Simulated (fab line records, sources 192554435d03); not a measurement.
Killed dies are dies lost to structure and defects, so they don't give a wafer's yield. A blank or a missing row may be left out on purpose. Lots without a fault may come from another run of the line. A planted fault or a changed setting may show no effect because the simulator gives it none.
Which tool did it? | flow n5_finfet | 10 lots, 30 wafers sampled, at 6 steps of a route of 1938

WHAT THE GAUGES READ, wafer by wafer
N5_BEOL_M4_THK_MEAS_01. Usual: M4_ILD_THK 78.9 nm, standard deviation 1.1.
lot  | measured     | on            | M4_ILD_THK (nm) | flag
L805 | day 9 02:47  | film_metro-01 | 78.8 76.4 78.4  |
L806 | day 9 05:24  | film_metro-02 | 79.1 80.3 78.2  |
L807 | day 9 06:02  | film_metro-02 | 76.6 79.9 77.7  |
L808 | day 9 07:20  | film_metro-01 | 77.9 78.8 79.5  |
L809 | day 10 02:04 | film_metro-01 | 78.9 77.1 79.1  |
L810 | day 10 05:07 | film_metro-01 | 80.0 79.8 81.1  |
L817 | day 11 21:55 | film_metro-02 | 77.5 140.5 79.4 | OFF
L820 | day 12 06:11 | film_metro-02 | 78.8 142.5 81.0 | OFF
L825 | day 13 23:00 | film_metro-02 | 77.9 79.1 79.9  |
L826 | day 14 07:49 | film_metro-02 | 78.0 79.2 79.8  |

N5_BEOL_M4_RC_MEAS_101. Usual: DIBL_N 36.1 mV/V, standard deviation 1.6; DIBL_P 35.8 mV/V, standard deviation 2; IOFF_N 0.157 nA/um, standard deviation 0.029; IOFF_P 0.21 nA/um, standard deviation 0.034; ION_N 677 uA/um, standard deviation 13; ION_P 465 uA/um, standard deviation 8.1; SS_N 71.3 mV/dec, standard deviation 0.61; SS_P 73.2 mV/dec, standard deviation 0.65; VT_N 249 mV, standard deviation 3.3; VT_P -250 mV, standard deviation 3.2.
lot  | measured     | on        | DIBL_N (mV/V)  | DIBL_P (mV/V)  | IOFF_N (nA/um)    | IOFF_P (nA/um) | ION_N (uA/um) | ION_P (uA/um) | SS_N (mV/dec)  | SS_P (mV/dec)  | VT_N (mV)   | VT_P (mV)      | flag
L805 | day 9 19:17  | prober-02 | 40.0 35.2 35.3 | 39.3 33.5 33.8 | 0.244 0.147 0.142 | 0.29 0.18 0.19 | 701 679 672   | 475 459 459   | 72.2 70.7 71.1 | 74.9 73.0 73.3 | 244 249 251 | -246 -251 -251 |
L806 | day 10 01:29 | prober-01 | 33.4 35.9 33.6 | 31.8 34.4 31.7 | 0.111 0.152 0.112 | 0.16 0.20 0.16 | 658 693 679   | 455 473 467   | 70.3 70.8 70.9 | 72.7 72.9 72.5 | 254 248 253 | -255 -249 -254 |
L807 | day 10 13:10 | prober-01 | 36.8 36.6 37.4 | 34.7 35.0 35.3 | 0.162 0.168 0.169 | 0.22 0.23 0.23 | 686 684 670   | 473 465 464   | 71.3 71.1 71.2 | 73.4 73.3 72.9 | 246 245 247 | -247 -246 -248 |
L808 | day 10 16:06 | prober-02 | 36.2 38.4 38.0 | 36.1 37.5 37.2 | 0.169 0.224 0.212 | 0.23 0.26 0.26 | 684 684 685   | 462 466 470   | 71.8 72.4 72.3 | 73.3 74.9 74.6 | 250 246 244 | -249 -246 -248 |
L809 | day 11 00:16 | prober-01 | 34.5 35.3 35.4 | 34.7 34.3 34.9 | 0.136 0.138 0.137 | 0.18 0.16 0.17 | 683 655 667   | 459 444 452   | 70.8 71.7 71.6 | 73.2 73.0 72.5 | 250 251 249 | -252 -254 -254 |
L810 | day 11 03:11 | prober-01 | 36.5 34.9 35.6 | 36.5 34.3 35.2 | 0.151 0.124 0.141 | 0.23 0.20 0.22 | 683 667 663   | 471 464 460   | 70.4 71.1 70.9 | 72.7 73.2 73.1 | 249 254 252 | -248 -251 -249 |
L817 | day 13 03:49 | prober-02 | 33.8 32.5      | 33.2 32.0      | 0.129 0.116       | 0.17 0.15      | 678 671       | 465 461       | 70.3 70.9      | 72.9 72.7      | 249 254     | -253 -254      |
L820 | day 13 19:41 | prober-01 | 36.0 35.5      | 36.3 35.3      | 0.141 0.136       | 0.21 0.21      | 678 664       | 466 463       | 71.5 71.3      | 74.2 73.2      | 252 253     | -247 -248      |
L825 | day 14 13:03 | prober-02 | 37.0 38.2 36.7 | 38.1 39.0 37.3 | 0.190 0.210 0.182 | 0.24 0.25 0.23 | 696 696 685   | 478 474 468   | 70.9 71.6 71.7 | 74.2 73.7 73.2 | 244 242 248 | -249 -248 -246 |
L826 | day 15 06:53 | prober-02 | 37.4 37.5 36.9 | 38.5 37.4 37.8 | 0.181 0.181 0.172 | 0.25 0.24 0.24 | 683 694 696   | 464 476 480   | 72.0 72.1 71.8 | 73.1 73.9 73.8 | 248 246 249 | -249 -248 -249 |

WHICH TOOL RAN EACH LOT (tool, then ch and the chambers of the sampled wafers, then the start)
lot  | N5_BEOL_M3_CO_CAP_55             | N5_BEOL_M3_DEP_57               | N5_BEOL_M4_ILD_DEP_00          | N5_BEOL_M4_PECVD_72
L805 | cvd_co-02 ch 0,1,2, day 9 02:28  | pecvd-01 ch 0,1,2, day 9 02:35  | pecvd-04 ch 0,1,2, day 9 02:43 | pecvd-02 ch 0,2, day 9 02:49
L806 | cvd_co-01 ch 0,2, day 9 05:04    | pecvd-02 ch 1,2, day 9 05:11    | pecvd-03 ch 1,2, day 9 05:19   | pecvd-03 ch 2, day 9 05:26
L807 | cvd_co-02 ch 0,1,2, day 9 05:41  | pecvd-03 ch 1,2, day 9 05:49    | pecvd-04 ch 1,2, day 9 05:58   | pecvd-03 ch 2, day 9 06:05
L808 | cvd_co-01 ch 0,1, day 9 07:01    | pecvd-02 ch 1,2, day 9 07:07    | pecvd-03 ch 1,2, day 9 07:15   | pecvd-04 ch 0,2, day 9 07:22
L809 | cvd_co-02 ch 0,1,2, day 10 01:45 | pecvd-03 ch 0,1,2, day 10 01:52 | pecvd-04 ch 0,1, day 10 01:59  | pecvd-03 ch 0,1, day 10 02:06
L810 | cvd_co-01 ch 0,1, day 10 04:48   | pecvd-02 ch 0,1,2, day 10 04:55 | pecvd-03 ch 1,2, day 10 05:02  | pecvd-04 ch 1,2, day 10 05:09
L817 | cvd_co-02 ch 1,2, day 11 21:36   | pecvd-03 ch 1,2, day 11 21:43   | pecvd-04 ch 1,2, day 11 21:51  | pecvd-04 ch 0,1,2, day 11 21:57
L820 | cvd_co-02 ch 0,1,2, day 12 05:52 | pecvd-03 ch 0,1,2, day 12 05:59 | pecvd-04 ch 0,2, day 12 06:07  | pecvd-03 ch 0,2, day 12 06:13
L825 | cvd_co-02 ch 0,1,2, day 13 22:41 | pecvd-02 ch 0,1, day 13 22:49   | pecvd-02 ch 1,2, day 13 22:56  | pecvd-02 ch 0,1, day 13 23:02
L826 | cvd_co-02 ch 0,1,2, day 14 07:30 | pecvd-03 ch 0,1,2, day 14 07:37 | pecvd-02 ch 0,1, day 14 07:45  | pecvd-04 ch 0,1,2, day 14 07:51
- N5_BEOL_M3_CO_CAP_55: material Co, precursor CCTBA/H2, target thk 2 nm, time 102.1 s.
- N5_BEOL_M3_DEP_57: deposits SiCN from 3MS/NH3, target thk 8 nm, time 14 s.
- N5_BEOL_M4_ILD_DEP_00: deposits SiOC from DEMS/O2, target thk 79 nm, time 15.3 s.
- N5_BEOL_M4_PECVD_72: deposits SiO2 from TEOS/O2, target thk 16 nm, time 18 s.

WHAT THE TOOLS THEMSELVES READ (means of the sampled wafers that have a number; where no wafer has one, the mark that the record gives instead)
N5_BEOL_M3_CO_CAP_55. Usual: heater_power_w 244 W, standard deviation 23.
lot  | tool      | heater_power_w (W) | flag
L805 | cvd_co-02 | 238                |
L806 | cvd_co-01 | 235                |
L807 | cvd_co-02 | 242                |
L808 | cvd_co-01 | 270                |
L809 | cvd_co-02 | 244                |
L810 | cvd_co-01 | 263                |
L817 | cvd_co-02 | 232                |
L820 | cvd_co-02 | 240                |
L825 | cvd_co-02 | 243                |
L826 | cvd_co-02 | 244                |

N5_BEOL_M3_DEP_57. Usual: showerhead_plenum_p_Torr 3.664 Torr, standard deviation 0.012; throttle_valve_pct 9.4 %, standard deviation 0.7.
lot  | tool     | showerhead_plenum_p_Torr (Torr) | throttle_valve_pct (%) | flag
L805 | pecvd-01 | 3.675                           | 8.9                    |
L806 | pecvd-02 | 3.648                           | 9.3                    |
L807 | pecvd-03 | 3.665                           | 8.9                    |
L808 | pecvd-02 | 3.650                           | 9.1                    |
L809 | pecvd-03 | 3.671                           | 9.6                    |
L810 | pecvd-02 | 3.655                           | 9.4                    |
L817 | pecvd-03 | 3.671                           | 9.0                    |
L820 | pecvd-03 | 3.675                           | 9.6                    |
L825 | pecvd-02 | 3.665                           | 9.7                    |
L826 | pecvd-03 | 3.670                           | 9.7                    |

N5_BEOL_M4_ILD_DEP_00. Usual: heater_power_w 470 W, standard deviation 48; showerhead_plenum_p_Torr 5.689 Torr, standard deviation 0.016; throttle_valve_pct 12.2 %, standard deviation 0.73.
lot  | tool     | heater_power_w (W) | showerhead_plenum_p_Torr (Torr) | throttle_valve_pct (%) | flag
L805 | pecvd-04 | 484                | 5.697                           | 11.9                   |
L806 | pecvd-03 | 399                | 5.698                           | 12.5                   |
L807 | pecvd-04 | 446                | 5.681                           | 11.6                   |
L808 | pecvd-03 | 453                | 5.693                           | 12.5                   |
L809 | pecvd-04 | 449                | 5.695                           | 12.3                   |
L810 | pecvd-03 | 452                | 5.701                           | 12.5                   |
L817 | pecvd-04 | 428                | 5.677                           | 11.6                   |
L820 | pecvd-04 | 496                | 5.687                           | 11.8                   |
L825 | pecvd-02 | 540                | 5.680                           | 12.6                   |
L826 | pecvd-02 | 468                | 5.691                           | 12.9                   |

N5_BEOL_M4_PECVD_72. Usual: heater_power_w 707 W, standard deviation 76; showerhead_plenum_p_Torr 8.76 Torr, standard deviation 0.063; throttle_valve_pct 23.1 %, standard deviation 1.5.
lot  | tool     | heater_power_w (W) | showerhead_plenum_p_Torr (Torr) | throttle_valve_pct (%) | flag
L805 | pecvd-02 | 731                | 8.73                            | 22.4                   |
L806 | pecvd-03 | 595                | 8.82                            | 21.0                   |
L807 | pecvd-03 | 689                | 8.82                            | 21.0                   |
L808 | pecvd-04 | 747                | 8.76                            | 22.2                   |
L809 | pecvd-03 | 717                | 8.79                            | 24.8                   |
L810 | pecvd-04 | 689                | 8.71                            | 22.0                   |
L817 | pecvd-04 | 742                | 8.75                            | 22.4                   |
L820 | pecvd-03 | 676                | 8.81                            | 22.5                   |
L825 | pecvd-02 | 627                | 8.80                            | 23.9                   |
L826 | pecvd-04 | 703                | 8.75                            | 22.5                   |

THE ANSWER, worked out from the rows above alone
Rule: a lot is off if the mean of its wafers that have a number lies more than 3 standard deviations from the usual mean. A lot without any number at a reading at which 4 lots or more have one is off too. The other lots that the step has rows for count as sound. The gauges are gone through in route order, then the tools' own readings, and for those a lot's mean is taken as printed above. The first step at which some lot is off is used, and at that step the reading that is off furthest; a lot without a number counts as furthest.
Off: L817, L820, at N5_BEOL_M4_THK_MEAS_01 (M4_ILD_THK).
A tool fits if, at a process step before that reading, it ran every lot that is off, and no sound lot after the first of them. The gauges at N5_BEOL_M4_THK_MEAS_01 are tried like those tools. One fits: pecvd-04 at N5_BEOL_M4_ILD_DEP_00. Its last sound lot is L809 (day 10 01:59), its first lot that is off L817 (day 11 21:51): a fault that began between those two fits.

WHAT THE SIMULATOR HAD PUT IN
Process parameter drift: pecvd-04, from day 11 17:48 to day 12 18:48, at N5_BEOL_M4_ILD_DEP_00. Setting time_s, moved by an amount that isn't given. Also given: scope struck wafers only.
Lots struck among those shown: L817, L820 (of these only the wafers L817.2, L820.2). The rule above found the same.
